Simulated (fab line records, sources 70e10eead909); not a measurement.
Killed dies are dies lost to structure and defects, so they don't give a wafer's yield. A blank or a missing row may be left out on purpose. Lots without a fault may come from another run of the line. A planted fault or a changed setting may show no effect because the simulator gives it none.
fab line records | flow nand_harc
record lots=13 wafers=37 last_day=32
route steps=1302 shown A_STAIRCASE@653 END@1302
lots that met no fault: from a run of the same line without faults
start_h: hours from the record's first day to the start of the lot's first wafer shown | wait_h: hours since the lot's step before | " the same as in the row above | L1.1+2: a row that stands for several wafers | - no value, or no start given | * or withheld: withheld | < > ~ a bound
route shown NAME@n: a module of which the file shows steps, and the number in the route of the first | usual: mean/standard deviation of fault-free wafers | same: alike in all rows | chamber/n: place in a boat | sites: the reading at each site | _std_site: their standard deviation | _edge_site: outer sites' mean less inner sites' | radius_mm: how far each site lies from the wafer's centre | mask NAME#n: copy n | behind: the tool/chamber that last shaped the wafer | hold: why the lot was held/for how many hours/how that ended | device: the transistor (n, p or np) that didn't switch | end of line: the same wafers' tests at the end of the route | a step without rows: its recipe alone | killed: dies lost to structure and defects at the first sort, not the wafer's yield | map: a wafer's dies, x killed, . not, _ none there
set.NAME: the setting as run; set.NAME@STEP: as run at that earlier step | model.NAME: the simulator's own value behind a step, which no gauge read
steps of the route over a sample of lots; a table a step, a row a wafer
services: from which hour (start_h, from the record's first day; less than 0 if before it) a tool's chamber was out of use, for how many hours, and why
## steps
# step NHARC_A_STAIRCASE_STRIP_171
# recipe power_w=1500 temp_c=250 chemistry=O2
# usual drypump_motor_current_A=5.5/0.36 heater_power_w=321/10 rf_refl_power_W=16/4 temp_c=249.99/0.18
# columns lot.wafer tool chamber start_h wait_h drypump_motor_current_A heater_power_w rf_hours_counter_h rf_refl_power_W temp_c
L738.1 plasma_asher-02 1 353.00 - 5.1 314 18 - 250.06
L738.5 " 1 " " 5.1 312 - - 250.06
L738.6 " 0 " " 5.4 326 - - 250.00
L739.1 plasma_asher-02 1 364.95 - 5.1 313 21 12 249.82
L739.4 " 1 " " 5.1 307 - 12 250.40
L739.3 " 0 " " 5.5 329 - 11 250.19
L744.1 plasma_asher-02 1 412.68 - 5.1 302 29 - 250.15
L744.4 " 0 " " 5.4 326 - - 250.02
L744.5 " 1 " " 5.1 309 - - 250.22
L743.3 plasma_asher-02 1 413.10 - 5.1 312 - 12 250.21
L743.6 " 0 " " 5.5 326 - 11 249.85
L743.5 " 1 " " 5.1 306 - 13 249.78
L745.4 plasma_asher-02 1 423.50 - 5.1 312 - 12 250.10
L745.3 " 0 " " 5.4 332 - 11 250.05
L745.5 " 1 " " 5.1 303 - 12 249.98
L746.1 plasma_asher-01 1 427.51 - 5.4 311 1 21 249.89
L746.3 " 0 " " 6.1 330 - 18 250.07
L746.6 " 1 " " 5.4 321 - 21 249.66
L748.3 plasma_asher-02 1 457.46 - 5.1 310 - 12 249.85
L748.4 " 0 " " 5.5 337 - 11 249.90
L748.6 " 1 " " 5.1 306 - 12 249.75
L750.2 plasma_asher-02 0 466.56 - 5.4 327 6 - 250.10
L750.4 " 0 " " 5.4 334 - - 249.97
L750.5 " 0 " " 5.4 329 - - 249.90
L751.2 plasma_asher-01 0 480.68 - 6.1 334 14 17 249.98
L751.6 " 0 " " 6.1 326 - 17 250.27
L751.5 " 1 " " 5.4 313 - 21 249.76
L755.2 plasma_asher-01 1 511.11 - 5.4 320 20 - 249.86
L755.3 " 1 " " 5.4 324 - - 249.97
L755.5 " 0 " " 6.1 332 - - 249.89
L753.3 plasma_asher-02 0 518.61 - 5.4 338 - 11 250.05
L753.4 " 1 " " 5.1 302 - 11 249.91
L756.3 plasma_asher-01 0 523.99 - 6.1 327 - 18 249.94
L756.6 " 1 " " 5.4 318 - 21 249.62
L756.5 " 0 " " 6.1 320 - 17 249.86
L757.1 plasma_asher-01 1 546.30 - 5.4 311 28 20 250.04
L757.2 " 0 " " 6.1 324 28 17 249.75
# step NHARC_A_STAIRCASE_TRIM_12
# recipe time_s=211.2 o2_flow_sccm=500 ar_flow_sccm=0 bias_w=0 chemistry=O2
# usual drypump_motor_current_A=5.9/0.48 oes_product_au=0.999/0.0078 rf_vpp_V=57.8/0.93 showerhead_plenum_p_Torr=3.53/0.16 throttle_valve_pct=17.036/0.01
# columns lot.wafer tool chamber start_h wait_h drypump_motor_current_A oes_product_au rf_hours_counter_h rf_vpp_V showerhead_plenum_p_Torr throttle_valve_pct
L738.1 rie_diel-03 1 354.59 0.1 5.2 0.997 14 57.0 3.80 17.032
L738.5 " 1 " " 5.2 0.990 - 58.0 3.80 17.040
L738.6 " 2 " " 5.0 0.994 - 58.5 3.47 17.024
L739.1 rie_diel-13 2 367.11 0.4 6.0 0.986 8 58.0 3.55 17.041
L739.3 " 0 " " 6.0 0.994 8 57.4 3.55 17.052
L739.4 " 1 " " 6.4 0.990 - 57.5 3.29 17.035
L744.1 rie_diel-12 2 414.27 0.1 6.3 1.008 54 56.9 3.49 17.039
L744.4 " 1 " " 6.3 1.006 49 55.6 3.27 17.011
L744.5 " 2 " " 6.3 1.008 - 56.9 3.49 17.035
L743.3 rie_diel-03 3 414.65 0.1 6.2 0.998 35 56.4 3.51 17.049
L743.6 " 3 " " 6.2 0.991 - 57.7 3.51 17.039
L743.5 " 0 " " 6.0 0.996 - 57.2 3.53 17.039
L745.4 rie_diel-03 3 425.03 0.1 6.2 0.998 39 57.6 3.50 17.018
L745.3 " 0 " " 6.0 0.991 41 57.7 3.53 17.033
L745.5 " 2 " " 5.0 0.992 - 57.7 3.45 17.027
L746.1 rie_diel-13 1 429.15 0.1 6.4 0.991 17 56.4 3.29 17.040
L746.3 " 2 " " 6.0 0.990 32 57.7 3.54 17.042
L746.6 " 3 " " 6.7 0.989 - 57.7 3.38 17.041
L748.3 rie_diel-12 3 461.77 0.2 5.9 1.012 1 56.9 3.77 17.021
L748.4 " 1 " " 6.2 1.003 1 57.2 3.81 17.039
L748.6 " 2 " " 6.3 1.017 - 57.8 3.48 17.038
L750.2 rie_diel-03 0 467.99 0.1 6.0 0.999 0 58.3 3.52 17.039
L750.4 " 2 " " 5.0 1.001 0 58.1 3.45 17.037
L750.5 " 0 " " 6.0 1.009 - 58.6 3.52 17.035
L751.2 rie_diel-12 1 482.32 0.1 6.3 0.995 11 60.8 3.80 17.038
L751.5 " 2 " " 6.3 0.995 - 56.3 3.47 17.032
L751.6 " 3 " " 5.9 1.008 - 57.8 3.76 17.033
L755.2 rie_diel-03 1 512.73 0.1 5.2 1.010 22 58.4 3.76 17.034
L755.3 " 3 " " 6.1 0.994 20 56.9 3.49 17.040
L755.5 " 1 " " 5.2 1.005 - 58.0 3.76 17.056
L753.3 rie_diel-03 3 520.23 0.1 6.2 1.003 22 58.4 3.49 17.048
L753.4 " 2 " " 5.0 0.994 - 58.7 3.44 17.031
L756.3 rie_diel-03 2 525.52 0.2 5.0 0.987 11 56.8 3.44 17.035
L756.5 " 2 " " 5.0 0.998 - 56.4 3.44 17.021
L756.6 " 3 " " 6.2 1.009 - 58.7 3.48 17.012
L757.1 rie_diel-03 1 547.91 0.1 5.2 0.997 30 60.1 3.76 17.037
L757.2 " 2 " " 5.0 0.995 19 57.3 3.44 17.045
# step NHARC_A_STAIRCASE_ETCH_13
# recipe target_depth_a=1000 time_s=40.5 ion_energy_ev=400 c4f8_flow_sccm=20 o2_flow_sccm=10 ar_flow_sccm=withheld rf_w=600 bias_w=1000 chemistry=C4F8/O2
# usual oes_product_au=0.939/0.015 rf_vpp_V=896/5.6
# columns lot.wafer tool chamber start_h wait_h oes_product_au rf_hours_counter_h rf_vpp_V
L738.1 rie_diel-03 1 354.76 - 0.955 14 905
L738.6 " 2 " " 0.955 - 894
L738.5 " 3 " " 0.953 - 896
L739.3 rie_diel-13 0 367.65 - 0.915 8 898
L739.1 " 1 " " 0.925 2 886
L739.4 " 2 " " 0.916 - 898
L743.3 rie_diel-03 2 414.81 - 0.911 34 893
L743.5 " 1 " " 0.915 - 904
L743.6 " 2 " " 0.918 - 894
L744.1 rie_diel-12 1 414.87 - 0.928 50 887
L744.4 " 2 " " 0.931 55 894
L744.5 " 1 " " 0.938 - 886
L745.3 rie_diel-03 1 425.16 - 0.937 38 905
L745.4 " 2 " " 0.939 38 894
L745.5 " 1 " " 0.940 - 906
L746.1 rie_diel-13 2 429.45 - 0.939 32 896
L746.3 " 3 " " 0.924 28 890
L746.6 " 2 " " 0.936 - 897
L748.3 rie_diel-12 2 464.85 - 0.921 5 894
L748.4 " 3 " " 0.921 3 904
L748.6 " 1 " " 0.912 - 907
L750.2 rie_diel-03 0 468.15 - 0.957 0 895
L750.4 " 3 " " 0.963 0 896
L750.5 " 1 " " 0.950 - 905
L751.2 rie_diel-12 1 482.43 - 0.937 11 906
L751.5 " 1 " " 0.937 - 906
L751.6 " 2 " " 0.936 - 894
L755.2 rie_diel-03 1 512.91 - 0.926 22 904
L755.3 " 2 " " 0.928 6 893
L755.5 " 3 " " 0.919 - 894
L753.3 rie_diel-03 3 520.56 - 0.755 22 894
L753.4 " 3 " " 0.931 - 897
L756.3 rie_diel-03 0 525.73 - 0.761 17 895
L756.5 " 0 " " 0.942 - 895
L756.6 " 2 " " 0.929 - 893
L757.1 rie_diel-03 3 548.07 - 0.770 32 893
L757.2 " 1 " " 0.940 30 904
# step NHARC_A_STAIRCASE_ETCH_25
# recipe target_depth_a=1000 time_s=40.5 ion_energy_ev=400 c4f8_flow_sccm=20 o2_flow_sccm=10 ar_flow_sccm=withheld rf_w=600 bias_w=1000 chemistry=C4F8/O2
# usual oes_product_au=0.944/0.01 rf_vpp_V=896/5.5
# columns lot.wafer tool chamber start_h wait_h oes_product_au rf_hours_counter_h rf_vpp_V
L738.1 rie_diel-03 2 - - 0.947 17 893
L738.5 " 3 " " 0.961 - 895
L738.6 " 0 " " 0.939 - 896
L739.4 rie_diel-03 1 - - 0.948 22 906
L739.1 " 2 " " 0.943 24 894
L739.3 " 3 " " 0.971 24 895
L743.3 rie_diel-03 3 - - 0.953 36 893
L743.6 " 3 " " 0.953 - 894
L743.5 " 0 " " 0.941 - 896
L744.1 rie_diel-12 0 - - 0.934 43 892
L744.4 " 3 " " 0.948 51 905
L744.5 " 0 " " 0.933 - 891
L745.3 rie_diel-03 0 - - 0.941 42 895
L745.4 " 1 " " 0.950 38 906
L745.5 " 0 " " 0.955 - 895
L746.1 rie_diel-13 3 - - 0.929 29 892
L746.3 " 2 " " 0.927 34 896
L746.6 " 2 " " 0.933 - 896
L748.3 rie_diel-13 0 - - 0.946 26 895
L748.4 " 1 " " 0.935 27 888
L748.6 " 3 " " 0.938 - 889
L750.2 rie_diel-13 1 - - 0.951 28 886
L750.4 " 3 " " 0.955 44 892
L750.5 " 2 " " 0.963 - 896
L751.2 rie_diel-12 3 - - 0.971 9 905
L751.5 " 0 " " 0.945 - 892
L751.6 " 1 " " 0.946 - 905
L755.2 rie_diel-03 1 - - 0.938 24 904
L755.3 " 3 " " 0.944 22 895
L755.5 " 1 " " 0.948 - 904
L753.3 rie_diel-03 2 - - 0.930 10 893
L753.4 " 0 " " 0.932 - 896
L756.3 rie_diel-12 1 - - 0.950 28 905
L756.6 " 2 " " 0.943 - 894
L756.5 " 3 " " 0.944 - 905
L757.2 rie_diel-13 2 - - 0.945 10 896
L757.1 " 0 " " 0.956 9 896
# step NHARC_END_SORT_01
# recipe temp_c=25
# usual killed_at_array=51/17 killed_at_other=1.6/2.1 killed_at_periphery=4/3.2 killed_dies=57/18 killed_open=2.9/1.7 killed_short=2.3/1.3
# same gross_dies=677
# columns lot.wafer tool chamber start_h wait_h killed_at_array killed_at_other killed_at_periphery killed_dies killed_open killed_short
L753.3 prober-01 0 726.48 3.1 675 1 1 677 4 2
L753.4 prober-01 0 727.29 3.4 52 1 1 54 2 2
L756.3 prober-02 0 732.85 3.1 674 0 3 677 2 4
L756.5 prober-02 0 734.43 3.6 53 1 0 54 3 5
L756.6 prober-02 0 735.21 3.9 46 0 4 50 4 3
L757.1 prober-01 0 762.47 2.5 668 6 3 677 2 2
L757.2 prober-01 0 763.27 2.8 53 6 5 64 7 1
# killed by level:class
L753.3 A_STAIRCASE:area_etch=614 A_CHANNEL_HOLE_D2:chamber_film_flake=17 A_CHANNEL_HOLE_D1:chamber_film_flake=12 A_SLIT:chamber_film_flake=12 A_CONTACT:chamber_film_flake=6 A_STAIRCASE:chamber_film_flake=4 A_CHANNEL_FILL_D1:chamber_film_flake=3 P_CONTACT:geometric_particle:open=1
L753.4 A_SLIT:chamber_film_flake=21 A_CHANNEL_HOLE_D2:chamber_film_flake=10 A_CHANNEL_HOLE_D1:chamber_film_flake=8 A_STAIRCASE:chamber_film_flake=4 A_M0:geometric_particle:open=2 A_CHANNEL_FILL_D1:chamber_film_flake=2 A_CONTACT:chamber_film_flake=2 A_ONON_D2:geometric_particle:short=1
L756.3 A_STAIRCASE:area_etch=627 A_SLIT:chamber_film_flake=21 A_CHANNEL_HOLE_D1:chamber_film_flake=12 A_DECK1_JOINT:chamber_film_flake=4 A_CHANNEL_FILL_D1:chamber_film_flake=2 A_WL_FILL:chamber_film_flake=2 A_CONTACT:chamber_film_flake=2 P_CONTACT:geometric_particle:open=1
L756.5 A_SLIT:chamber_film_flake=25 A_CHANNEL_HOLE_D1:chamber_film_flake=13 A_CONTACT:chamber_film_flake=3 A_CHANNEL_FILL_D1:chamber_film_flake=3 A_SOURCE_PLATE:geometric_particle:open=1 A_DECK1_JOINT:geometric_particle:open=1 A_DECK1_JOINT:geometric_particle:short=1 A_CHANNEL_FILL_D2:geometric_particle:short=1
L756.6 A_SLIT:chamber_film_flake=25 A_CHANNEL_HOLE_D1:chamber_film_flake=11 A_CONTACT:chamber_film_flake=2 P_GATE:geometric_particle:open=1 P_CONTACT:geometric_particle:open=1 A_CHANNEL_HOLE_D1:geometric_particle:short=1 A_DECK1_JOINT:geometric_particle:open=1 A_CHANNEL_HOLE_D2:geometric_particle:short=1
L757.1 A_STAIRCASE:area_etch=614 A_SLIT:chamber_film_flake=22 A_CHANNEL_HOLE_D2:chamber_film_flake=16 A_CHANNEL_HOLE_D1:chamber_film_flake=6 THIN_TSV:chamber_film_flake=5 A_CONTACT:chamber_film_flake=4 P_ZERO_WELL:chamber_film_flake=2 A_CHANNEL_FILL_D2:chamber_film_flake=2
L757.2 A_SLIT:chamber_film_flake=19 A_CHANNEL_HOLE_D2:chamber_film_flake=17 A_CHANNEL_HOLE_D1:chamber_film_flake=6 THIN_TSV:chamber_film_flake=6 A_STAIRCASE:chamber_film_flake=3 P_M1:geometric_particle:open=2 A_CHANNEL_HOLE_D2:geometric_particle:open=2 P_ZERO_WELL:chamber_film_flake=2
## services
# columns tool chamber start_h hours kind
rie_diel-03 1 334.10 4.4 repair
rie_diel-03 0 339.38 - clean
rie_diel-03 1 339.38 - clean
rie_diel-03 2 339.38 - clean
rie_diel-03 3 339.38 - clean
rie_diel-13 - 342.08 9.0 pm
rie_diel-13 1 358.12 7.6 repair
rie_diel-13 3 361.39 11.8 repair
rie_diel-03 0 363.88 - clean
rie_diel-03 1 363.88 - clean
rie_diel-13 1 377.44 22.5 repair
rie_diel-13 0 393.35 49.3 repair
plasma_asher-02 - 400.65 1.1 repair
plasma_asher-01 - 408.28 6.2 repair
plasma_asher-02 - 426.00 9.0 pm
rie_diel-13 1 441.15 3.3 repair
rie_diel-12 - 446.18 9.0 pm
rie_diel-13 1 448.55 5.9 repair
rie_diel-03 - 458.33 9.0 pm
rie_diel-12 - 488.80 1.9 repair
plasma_asher-02 - 498.03 0.9 repair
rie_diel-12 2 505.50 4.2 repair
rie_diel-13 - 519.08 9.0 pm
rie_diel-03 1 519.91 10.9 repair
## key
first_sign step=NHARC_A_STAIRCASE_ETCH_13 reading=oes_product_au direction=down sigmas=12 usual=0.939 struck=0.762
effect step=NHARC_END_SORT_01 reading=killed_at_array direction=up sigmas=36 usual=51 struck=672
more_kills_born_at NHARC_A_STAIRCASE_ETCH_13@rie_diel-03=1855
met_at NHARC_A_STAIRCASE_ETCH_13
struck_lots L753,L756,L757
struck_wafers L753.3,L756.3,L757.1
later_rows_left_out L753.3,L756.3,L757.1
tester_left_out L753,L756,L757
not_acting_at NHARC_A_STAIRCASE_STRIP_171,NHARC_A_STAIRCASE_TRIM_12,NHARC_A_STAIRCASE_ETCH_25
onset_between 512.91 520.56
fault kind=process_parameter_drift tool=rie_diel-03 chamber=- onset_h=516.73 steps=NHARC_A_STAIRCASE_ETCH_13 channel=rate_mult offset=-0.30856 shape=step end_h=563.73 scope=struck_wafers_only
# tester_left_out: of these lots the tester's yield and bins aren't shown, on N5 and GAA mostly nor the transistor test; their killed dies are dies lost to structure and defects alone, not to doping, threshold or leakage, so they don't give the yield
# later_rows_left_out: the simulator's readings of these wafers behind a module that went badly wrong aren't trusted and aren't shown, but for the sort
